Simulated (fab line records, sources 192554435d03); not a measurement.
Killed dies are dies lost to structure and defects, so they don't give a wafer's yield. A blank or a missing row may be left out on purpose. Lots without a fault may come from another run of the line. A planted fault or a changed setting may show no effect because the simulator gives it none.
Which tool did it? | flow n5_finfet | 9 lots, 27 wafers sampled, at 6 steps of a route of 1938

WHAT THE GAUGES READ, wafer by wafer
N5_DUMMY_GATE_OVL_MEAS_16. Usual: GATE_OVL -0.2 nm, standard deviation 0.62.
lot  | measured    | on         | GATE_OVL (nm)  | flag
L378 | day 2 23:53 | overlay-02 | 0.8 -0.1 0.0   |
L380 | day 3 12:22 | overlay-01 | -0.1 0.3 1.0   |
L381 | day 3 15:35 | overlay-02 | -0.6 -0.3 0.5  |
L385 | day 4 17:26 | overlay-02 | -0.2 -0.1 0.0  |
L386 | day 5 00:35 | overlay-02 | 0.5 0.6 0.3    |
L390 | day 5 22:47 | overlay-01 | -0.6 -0.6 -0.5 |
L398 | day 7 22:43 | overlay-01 | 0.1 -0.4 0.6   |
L399 | day 8 03:48 | overlay-02 | 6.6 6.7 6.8    | OFF
L401 | day 8 15:45 | overlay-01 | 5.4 6.1 5.8    | OFF

N5_BEOL_M4_RC_MEAS_101. Usual: DIBL_N 37.1 mV/V, standard deviation 2.4; DIBL_P 37 mV/V, standard deviation 3; IOFF_N 0.18 nA/um, standard deviation 0.053; IOFF_P 0.21 nA/um, standard deviation 0.05; ION_N 674 uA/um, standard deviation 14; ION_P 459 uA/um, standard deviation 9.2; SS_N 72.1 mV/dec, standard deviation 0.9; SS_P 73.4 mV/dec, standard deviation 0.89; VT_N 250 mV, standard deviation 3.8; VT_P -251 mV, standard deviation 3.7.
lot  | measured     | on        | DIBL_N (mV/V)  | DIBL_P (mV/V) | IOFF_N (nA/um) | IOFF_P (nA/um) | ION_N (uA/um) | ION_P (uA/um) | SS_N (mV/dec)  | SS_P (mV/dec)  | VT_N (mV)   | VT_P (mV)      | flag
L378 | day 8 11:45  | prober-02 | 39.7 38.3 39.1 | 42 39 41      | 0.23 0.19 0.21 | 0.30 0.22 0.27 | 684 667 673   | 470 455 467   | 72.4 71.9 72.2 | 74.6 73.9 74.2 | 245 249 245 | -248 -253 -248 |
L380 | day 9 08:23  | prober-02 | 35.7 37.7 34.8 | 35 36 34      | 0.16 0.19 0.14 | 0.22 0.22 0.18 | 671 677 656   | 464 461 455   | 71.8 72.6 71.9 | 72.9 73.0 72.3 | 249 251 253 | -249 -249 -249 |
L381 | day 9 13:48  | prober-01 | 37.7 36.7 37.9 | 39 37 38      | 0.20 0.19 0.20 | 0.25 0.23 0.23 | 688 681 664   | 467 464 453   | 71.6 72.0 73.0 | 73.7 72.7 73.8 | 248 245 247 | -248 -248 -248 |
L385 | day 9 21:47  | prober-02 | 36.1 33.4 36.5 | 34 31 36      | 0.14 0.11 0.15 | 0.20 0.16 0.22 | 674 656 677   | 464 453 474   | 72.4 71.2 72.2 | 72.6 71.6 73.4 | 252 256 253 | -250 -252 -250 |
L386 | day 10 16:02 | prober-01 | 33.4 39.3 36.0 | 31 38 34      | 0.11 0.22 0.14 | 0.15 0.24 0.18 | 663 685 661   | 456 465 443   | 70.8 72.2 71.0 | 72.4 73.3 72.4 | 256 247 254 | -254 -249 -253 |
L390 | day 11 14:18 | prober-02 | 36.4 37.8 36.6 | 37 38 38      | 0.18 0.19 0.19 | 0.20 0.22 0.22 | 671 674 692   | 456 453 471   | 72.2 72.7 71.8 | 73.0 74.0 72.8 | 249 250 246 | -252 -253 -251 |
L398 | day 13 00:14 | prober-02 | 41.6 35.2 39.3 | 41 35 38      | 0.28 0.14 0.24 | 0.27 0.17 0.23 | 683 651 682   | 463 446 461   | 73.6 71.9 73.2 | 75.0 72.9 74.9 | 243 255 247 | -248 -255 -251 |
L399 | day 13 21:18 | prober-02 | 32.5 36.1 37.3 | 33 37 39      | 0.12 0.17 0.21 | 0.14 0.18 0.22 | 665 690 697   | 453 459 464   | 71.2 71.7 72.5 | 72.1 72.8 74.6 | 252 249 244 | -255 -255 -252 |
L401 | day 14 00:27 | prober-01 | 34.9 37.6 37.8 | 35 38 39      | 0.13 0.16 0.19 | 0.16 0.19 0.22 | 662 662 681   | 456 448 460   | 71.0 71.7 71.8 | 73.0 73.5 73.7 | 254 254 249 | -253 -253 -252 |

WHICH TOOL RAN EACH LOT (tool, then ch and the chambers of the sampled wafers, then the start)
lot  | N5_STI_FIN_REVEAL_OXIDATION_31      | N5_DUMMY_GATE_EXPOSE_12          | N5_DUMMY_GATE_DESCUM_20           | N5_DUMMY_GATE_HM_OPEN_21
L378 | plasma_asher-01 ch 0,1, day 2 14:26 | euv_scanner-02 ch 0, day 2 23:43 | rie_diel-04 ch 0,2,3, day 2 23:58 | rie_diel-03 ch 1,2, day 3 00:31
L380 | plasma_asher-01 ch 0,1, day 3 03:05 | euv_scanner-01 ch 0, day 3 12:11 | rie_diel-01 ch 0,1,3, day 3 12:38 | rie_diel-03 ch 1,3, day 3 13:25
L381 | plasma_asher-02 ch 0,1, day 3 06:19 | euv_scanner-02 ch 0, day 3 15:25 | rie_diel-03 ch 0,1, day 3 15:40   | rie_diel-04 ch 0,1, day 3 16:11
L385 | plasma_asher-01 ch 0,1, day 4 08:16 | euv_scanner-01 ch 0, day 4 17:16 | rie_diel-01 ch 1,2, day 4 17:36   | rie_diel-01 ch 0,2,3, day 4 18:07
L386 | plasma_asher-01 ch 0,1, day 4 13:08 | euv_scanner-01 ch 0, day 5 00:25 | rie_diel-01 ch 0,1,3, day 5 01:04 | rie_diel-01 ch 0,2,3, day 5 01:34
L390 | plasma_asher-02 ch 1, day 5 13:32   | euv_scanner-01 ch 0, day 5 22:37 | rie_diel-04 ch 1,3, day 5 22:52   | rie_diel-04 ch 0,1, day 5 23:23
L398 | plasma_asher-02 ch 0,1, day 7 13:04 | euv_scanner-01 ch 0, day 7 22:33 | rie_diel-01 ch 0,2,3, day 7 22:48 | rie_diel-01 ch 1,2,3, day 7 23:26
L399 | plasma_asher-01 ch 0,1, day 7 18:32 | euv_scanner-01 ch 0, day 8 03:38 | rie_diel-01 ch 1,2,3, day 8 03:53 | rie_diel-01 ch 0,2, day 8 04:37
L401 | plasma_asher-01 ch 0,1, day 8 06:20 | euv_scanner-01 ch 0, day 8 15:35 | rie_diel-03 ch 1,2,3, day 8 15:50 | rie_diel-04 ch 0,2,3, day 8 16:24
- N5_STI_FIN_REVEAL_OXIDATION_31: chemistry O2 PLASMA REMOTE, time 20 s.
- N5_DUMMY_GATE_EXPOSE_12: exposes mask GATE, target cd 25 nm.
- N5_DUMMY_GATE_DESCUM_20: chemistry O2, time 6.2 s.
- N5_DUMMY_GATE_HM_OPEN_21: chemistry CH3F/O2, target SiNx, target depth 120 nm, time 171.4 s.

WHAT THE TOOLS THEMSELVES READ (means of the sampled wafers that have a number; where no wafer has one, the mark that the record gives instead)
N5_STI_FIN_REVEAL_OXIDATION_31. Usual: chamber_pressure_mTorr 1000.0 mTorr, standard deviation 0.87; drypump_motor_current_A 5.8 A, standard deviation 0.47; heater_power_w 141 W, standard deviation 15.
lot  | tool            | chamber_pressure_mTorr (mTorr) | drypump_motor_current_A (A) | heater_power_w (W) | flag
L378 | plasma_asher-01 | 1000.1                         | 6.0                         | 141                |
L380 | plasma_asher-01 | 1000.6                         | 6.1                         | 133                |
L381 | plasma_asher-02 | 1000.5                         | 5.3                         | 138                |
L385 | plasma_asher-01 | 1000.4                         | 6.1                         | 138                |
L386 | plasma_asher-01 | 999.8                          | 5.9                         | 139                |
L390 | plasma_asher-02 | 999.9                          | 6.1                         | 168                |
L398 | plasma_asher-02 | 999.7                          | 5.3                         | 137                |
L399 | plasma_asher-01 | 1000.4                         | 6.0                         | 137                |
L401 | plasma_asher-01 | 999.7                          | 6.1                         | 134                |

N5_DUMMY_GATE_EXPOSE_12. Usual: stage_msd_nm 0.84 nm, standard deviation 0.079.
lot  | tool           | stage_msd_nm (nm) | flag
L378 | euv_scanner-02 | 0.74              |
L380 | euv_scanner-01 | 0.88              |
L381 | euv_scanner-02 | 0.73              |
L385 | euv_scanner-01 | 0.89              |
L386 | euv_scanner-01 | 0.89              |
L390 | euv_scanner-01 | 0.90              |
L398 | euv_scanner-01 | 0.91              |
L399 | euv_scanner-01 | 0.91              |
L401 | euv_scanner-01 | 0.91              |

N5_DUMMY_GATE_DESCUM_20. Usual: chamber_pressure_mTorr 20.002 mTorr, standard deviation 0.02; drypump_motor_current_A 5.7 A, standard deviation 0.32; oes_product_au 0.80 a.u., standard deviation 0.065; rf_vpp_V 243.3 V, standard deviation 1.4; showerhead_plenum_p_Torr 2.11 Torr, standard deviation 0.07; throttle_valve_pct 20.41 %, standard deviation 0.23.
lot  | tool        | chamber_pressure_mTorr (mTorr) | drypump_motor_current_A (A) | oes_product_au (a.u.) | rf_vpp_V (V) | showerhead_plenum_p_Torr (Torr) | throttle_valve_pct (%) | flag
L378 | rie_diel-04 | 19.991                         | 5.6                         | 0.79                  | 243.2        | 2.09                            | 20.29                  |
L380 | rie_diel-01 | 19.996                         | 5.8                         | 0.82                  | 243.9        | 2.06                            | 20.43                  |
L381 | rie_diel-03 | 20.000                         | 5.4                         | 0.88                  | 244.8        | 2.15                            | 20.24                  |
L385 | rie_diel-01 | 20.016                         | 6.1                         | 0.75                  | 241.8        | 2.08                            | 20.60                  |
L386 | rie_diel-01 | 19.989                         | 5.8                         | 0.81                  | 242.8        | 2.06                            | 20.45                  |
L390 | rie_diel-04 | 20.008                         | 5.2                         | 0.84                  | 242.5        | 2.09                            | 20.06                  |
L398 | rie_diel-01 | 19.992                         | 6.0                         | 0.78                  | 243.8        | 2.11                            | 20.39                  |
L399 | rie_diel-01 | 19.995                         | 6.0                         | 0.75                  | 243.0        | 2.06                            | 20.56                  |
L401 | rie_diel-03 | 19.985                         | 5.7                         | 0.76                  | 243.5        | 2.11                            | 20.46                  |

N5_DUMMY_GATE_HM_OPEN_21. Usual: chamber_pressure_mTorr 30.002 mTorr, standard deviation 0.028; drypump_motor_current_A 5.7 A, standard deviation 0.33; oes_product_au 0.80 a.u., standard deviation 0.069; rf_vpp_V 301 V, standard deviation 9.1; showerhead_plenum_p_Torr 2.02 Torr, standard deviation 0.071; throttle_valve_pct 16.43 %, standard deviation 0.22.
lot  | tool        | chamber_pressure_mTorr (mTorr) | drypump_motor_current_A (A) | oes_product_au (a.u.) | rf_vpp_V (V) | showerhead_plenum_p_Torr (Torr) | throttle_valve_pct (%) | flag
L378 | rie_diel-03 | 29.987                         | 5.5                         | 0.83                  | 308          | 2.12                            | 16.66                  |
L380 | rie_diel-03 | 29.971                         | 5.7                         | 0.76                  | 297          | 2.04                            | 16.54                  |
L381 | rie_diel-04 | 29.988                         | 5.7                         | 0.86                  | 293          | 2.02                            | 16.30                  |
L385 | rie_diel-01 | 30.020                         | 5.9                         | 0.80                  | 302          | 2.05                            | 16.42                  |
L386 | rie_diel-01 | 30.006                         | 5.9                         | 0.81                  | 303          | 2.05                            | 16.42                  |
L390 | rie_diel-04 | 30.018                         | 5.7                         | 0.84                  | 292          | 2.01                            | 16.34                  |
L398 | rie_diel-01 | 30.009                         | 6.0                         | 0.75                  | 299          | 2.00                            | 16.62                  |
L399 | rie_diel-01 | 29.998                         | 6.2                         | 0.77                  | 305          | 2.10                            | 16.44                  |
L401 | rie_diel-04 | 30.007                         | 5.6                         | 0.76                  | 296          | 1.98                            | 16.34                  |

THE ANSWER, worked out from the rows above alone
Rule: a lot is off if the mean of its wafers that have a number lies more than 3 standard deviations from the usual mean. A lot without any number at a reading at which 4 lots or more have one is off too. The other lots that the step has rows for count as sound. The gauges are gone through in route order, then the tools' own readings, and for those a lot's mean is taken as printed above. The first step at which some lot is off is used, and at that step the reading that is off furthest; a lot without a number counts as furthest.
Off: L399, L401, at N5_DUMMY_GATE_OVL_MEAS_16 (GATE_OVL).
A tool fits if, at a process step before that reading, it ran every lot that is off, and no sound lot after the first of them. The gauges at N5_DUMMY_GATE_OVL_MEAS_16 are tried like those tools. Can't be told from this: 2 tools fit, plasma_asher-01 at N5_STI_FIN_REVEAL_OXIDATION_31, euv_scanner-01 at N5_DUMMY_GATE_EXPOSE_12.

WHAT THE SIMULATOR HAD PUT IN
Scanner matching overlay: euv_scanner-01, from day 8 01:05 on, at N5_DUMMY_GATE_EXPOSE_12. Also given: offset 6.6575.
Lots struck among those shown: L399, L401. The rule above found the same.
